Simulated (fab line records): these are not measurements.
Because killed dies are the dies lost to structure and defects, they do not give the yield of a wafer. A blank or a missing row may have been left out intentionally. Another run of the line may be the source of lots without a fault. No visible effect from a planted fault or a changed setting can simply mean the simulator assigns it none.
A struck lot beside a sound one | flow nandHarc | 15 out of 1302 route steps
Sound: wafers L330.3, L330.5, L330.6. The struck wafers were L343.2, L343.4, L343.5. At the end, the cause is stated.
For every step that has rows: the tool of each side, followed by ch and its chambers, followed by its first start. Under that, the readings that differ: sound wafers | struck wafers | difference of the means | sigmas: that difference in standard deviations of wafers without a fault.
alike: words and numbers the same on both sides, and readings whose means are apart by under 2 such deviations; not compared: readings that were withheld, readings missing a value for some wafer, numbers with overlapping values and no deviation given by the record, and bounds like >300 which may hide the same value.
Wherever a step has rows on one side only, a row that says differs or no value, or a row with sigmas, the two part there. Numbers that have no deviation but don't overlap get no sigmas and don't part them. Lack of a reading on every wafer of one side parts them only where that side has two or more wafers.

NHARC_P_STI_DESCUM_14: chemistry O2, time 3 s.
  sound on rieDiel-09 ch 1,2,3, day 3 17:57; struck on rieDiel-06 ch 1,2,3, day 9 00:46
  alike: drypumpMotorCurrentA, oesProductAu, rfVppV, showerheadPlenumPTorr, throttleValvePct
  not compared: rfHoursCounterH
NHARC_P_STI_ETCH_42: etches the open film in N2/H2, target depth 80 nm, overetch 24 nm, time 61 s.
  sound on rieDiel-09 ch 0,1, day 3 18:01; struck on rieDiel-06 ch 2,3, day 9 00:52
  alike: drypumpMotorCurrentA, oesProductAu, rfVppV, showerheadPlenumPTorr, throttleValvePct
  not compared: rfHoursCounterH
NHARC_P_STI_ETCH_31: etches the open film in CF4/CHF3, target depth 108.9 nm, time 54.5 s.
  sound: rieDiel-09 ch 0,3; struck: rieDiel-06 ch 1,3
reading    | sound             | struck            | difference | sigmas
rfVppV (V) | 372.7 371.3 373.5 | 368.7 369.3 369.8 | -3.2       | -2
  alike: drypumpMotorCurrentA, oesProductAu, showerheadPlenumPTorr, throttleValvePct
  not compared: rfHoursCounterH
NHARC_P_STI_ETCH_15: etches the open film in HBr/Cl2, target depth 300 nm, time 100.1 s.
  sound on rieSi-05 ch 1,2,3, day 3 18:15; struck on rieSi-03 ch 0,2,3, day 9 01:04
  alike: drypumpMotorCurrentA, oesProductAu, throttleValvePct
  not compared: rfHoursCounterH
NHARC_P_STI_CD_MEAS_16:
  sound on cdSem-03, day 3 18:23; struck on cdSem-02, day 9 01:13
  alike: cdNm
NHARC_P_STI_OCD_MEAS_17:
  sound on ocd-02, day 3 18:28; struck on ocd-02, day 9 01:18
  alike: trenchDepthNm, trenchFootCdNm
then, 3 steps without rows for these wafers: NHARC_P_STI_STRIP_19 (strips in SPM, time 900 s); NHARC_P_STI_PRECLEAN_32 (cleans in SC1); NHARC_P_STI_SRD_23.
NHARC_P_STI_OCD_MEAS_43:
  sound on ocd-01, day 3 18:58; struck on ocd-01, day 9 01:49
  alike: trenchDepthNm, trenchFootCdNm
then, 2 steps without rows for these wafers: NHARC_P_STI_OXIDE_33 (material SiO2, target thk 10 nm, ox time 281 s); NHARC_P_STI_HDPCVD_20 (deposits SiO2).
NHARC_P_STI_ANNEAL_34: time 1800 s.
  sound on furnace-06 ch 0, day 4 08:48; struck on furnace-06 ch 0, day 9 16:21
reading        | sound          | struck         | difference | sigmas
runLengthS (s) | 1835 1835 1835 | 1478 1478 1478 | -357       | -51
NHARC_P_STI_CMP_21: polishes, t overpolish 20 s, target thk 380.67 nm.
  sound on cmp-03 ch 0,1,2, day 4 13:43; struck on cmp-03 ch 0,2, day 9 21:17
  alike: motorCurrentA, overpolishRunS, slurryFlowMlMin
next, for these wafers, 1 step has no rows: NHARC_END_SORT_01.

## WHERE THEY PART
Earliest at NHARC_P_STI_ETCH_31; latest, in this record, at NHARC_P_STI_ANNEAL_34. Later steps at which nothing parts them and some readings are alike: NHARC_P_STI_CMP_21.

WHY: the cause the simulator had injected
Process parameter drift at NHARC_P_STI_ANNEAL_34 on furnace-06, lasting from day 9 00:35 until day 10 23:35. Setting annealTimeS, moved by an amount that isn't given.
